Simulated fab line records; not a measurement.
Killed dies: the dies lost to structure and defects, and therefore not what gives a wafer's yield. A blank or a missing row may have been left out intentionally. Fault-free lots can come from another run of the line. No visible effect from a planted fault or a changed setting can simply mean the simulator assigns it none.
Which of the tools did it? ; flow n5Finfet ; Sampling: 11 lots, 31 wafers, 3 of 1938 route steps

## WHAT THE GAUGES SHOWED, per wafer
N5_BEOL_M10_OCD_MEAS_38. Usual: trenchDepthNm 147 nm, standard deviation 3.1.
lot;measured;on;trenchDepthNm (nm);flag
L152;day 12 20:11;ocd-02;144 146 151;
L153;day 13 11:00;ocd-02;151 146 151;
L156;day 14 16:57;ocd-01;151 149 152;
L159;day 14 20:23;ocd-01;147 148 148;
L162;day 15 14:11;ocd-02;148 145 144;
L161;day 16 03:37;ocd-01;145 146 145;
L167;day 17 15:33;ocd-02;151 145;
L171;day 17 23:48;ocd-01;144 151 145;
L169;day 18 05:18;ocd-02;150 144;
L174;day 18 18:26;ocd-01;151 150 152;
L173;day 18 19:07;ocd-02;143 151 152;

## WHAT TOOL EACH LOT RAN ON (gives the tool, then ch and the chambers of the sampled wafers, and finally the start)
lot;N5_BEOL_M10_ETCH_41;N5_BEOL_M10_STRIP_77
L152;rieDiel-04 ch 0,2,3, day 12 20:11 or earlier;rieDiel-04 ch 0,2,3, day 12 20:11 or earlier
L153;rieDiel-01 ch 2,3, day 13 11:00 or earlier;rieDiel-01 ch 2,3, day 13 11:00 or earlier
L156;rieDiel-04 ch 0,1,3, day 14 16:57 or earlier;rieDiel-04 ch 0,1,3, day 14 16:57 or earlier
L159;rieDiel-01 ch 0,1,3, day 14 20:23 or earlier;rieDiel-01 ch 0,1,3, day 14 20:23 or earlier
L162;rieDiel-05 ch 0,1,2, day 15 14:11 or earlier;rieDiel-05 ch 0,1,2, day 15 14:11 or earlier
L161;rieDiel-01 ch 1,3, day 16 03:37 or earlier;rieDiel-01 ch 1,3, day 16 03:37 or earlier
L167;rieDiel-05 ch 2,3, day 17 15:33 or earlier;rieDiel-05 ch 2,3, day 17 15:33 or earlier
L171;rieDiel-05 ch 1,2,3, day 17 23:48 or earlier;rieDiel-05 ch 1,2,3, day 17 23:48 or earlier
L169;rieDiel-05 ch 2,3, day 18 05:18 or earlier;rieDiel-05 ch 2,3, day 18 05:18 or earlier
L174;rieDiel-04 ch 0,1,3, day 18 18:26 or earlier;rieDiel-04 ch 0,1,3, day 18 18:26 or earlier
L173;rieDiel-04 ch 1,2,3, day 18 19:07 or earlier;rieDiel-04 ch 1,2,3, day 18 19:07 or earlier
- N5_BEOL_M10_ETCH_41: etches SiCN in CH3F/O2, target depth 42.6 nm, time 86 s.
- N5_BEOL_M10_STRIP_77: strips in N2/H2, time 10 s.

## AS READ BY THE TOOLS THEMSELVES (means over the sampled wafers that have a number; for cases with no such wafer, the mark the record gives instead)
N5_BEOL_M10_ETCH_41. Usual: biasW 75.03 W, standard deviation 0.22; drypumpMotorCurrentA 5.6 A, standard deviation 0.55; oesProductAu 0.79 a.u., standard deviation 0.08; rfVppV 297.3 V, standard deviation 1.3; showerheadPlenumPTorr 2.00 Torr, standard deviation 0.056; throttleValvePct 16.16 %, standard deviation 0.18.
lot;tool;biasW (W);drypumpMotorCurrentA (A);oesProductAu (a.u.);rfVppV (V);showerheadPlenumPTorr (Torr);throttleValvePct (%);flag
L152;rieDiel-04;75.18;5.7;0.79;297.2;2.01;16.08;
L153;rieDiel-01;75.09;5.3;0.87;299.3;2.08;15.93;
L156;rieDiel-04;75.17;6.2;0.89;297.4;2.02;16.07;
L159;rieDiel-01;75.10;5.4;0.72;297.3;1.99;16.32;
L162;rieDiel-05;74.85;5.7;0.74;296.1;1.98;16.17;
L161;rieDiel-01;75.12;5.3;0.71;298.7;2.01;16.28;
L167;rieDiel-05;75.30;5.3;0.77;296.6;1.97;16.19;
L171;rieDiel-05;74.96;5.7;0.76;296.1;1.96;16.15;
L169;rieDiel-05;75.11;5.3;0.77;297.6;1.97;16.20;
L174;rieDiel-04;75.05;6.3;0.83;297.2;2.00;16.14;
L173;rieDiel-04;75.13;5.9;0.78;297.4;2.00;16.16;

N5_BEOL_M10_STRIP_77. Usual: drypumpMotorCurrentA 5.6 A, standard deviation 0.55; oesProductAu 0.79 a.u., standard deviation 0.076; rfVppV 59.1 V, standard deviation 0.88; showerheadPlenumPTorr 2.53 Torr, standard deviation 0.073; throttleValvePct 23.4 %, standard deviation 0.33.
lot;tool;drypumpMotorCurrentA (A);oesProductAu (a.u.);rfVppV (V);showerheadPlenumPTorr (Torr);throttleValvePct (%);flag
L152;rieDiel-04;5.7;0.79;58.8;2.53;23.1;
L153;rieDiel-01;5.4;0.85;59.9;2.62;23.0;
L156;rieDiel-04;6.2;0.89;58.9;2.54;23.3;
L159;rieDiel-01;5.4;0.72;58.8;2.54;23.6;
L162;rieDiel-05;5.7;0.76;59.3;2.50;23.3;
L161;rieDiel-01;5.2;0.71;59.1;2.59;23.8;
L167;rieDiel-05;5.3;0.76;59.1;2.48;23.4;
L171;rieDiel-05;5.7;0.77;59.3;2.47;23.3;
L169;rieDiel-05;5.3;0.77;59.0;2.48;23.4;
L174;rieDiel-04;6.2;0.83;59.5;2.53;23.4;
L173;rieDiel-04;5.9;0.77;58.3;2.55;23.5;

## THE ANSWER, worked out from the rows above alone
Rule: take the mean of a lot's wafers that have a number; if it is more than 3 standard deviations from the usual mean, the lot is off. A lot without any number at a reading at which 4 lots or more have one is off too. Where the step has rows for the other lots, those lots are counted as sound. After the gauges, taken in route order, come the tools' own readings; for these a lot's mean is taken, as printed above. At the first step where some lot is off, the reading lying furthest off is the one used; lots without a number count as furthest.
Across all readings shown, no lot is off: no conclusion can be drawn from this.

## WHAT THE SIMULATOR PUT IN
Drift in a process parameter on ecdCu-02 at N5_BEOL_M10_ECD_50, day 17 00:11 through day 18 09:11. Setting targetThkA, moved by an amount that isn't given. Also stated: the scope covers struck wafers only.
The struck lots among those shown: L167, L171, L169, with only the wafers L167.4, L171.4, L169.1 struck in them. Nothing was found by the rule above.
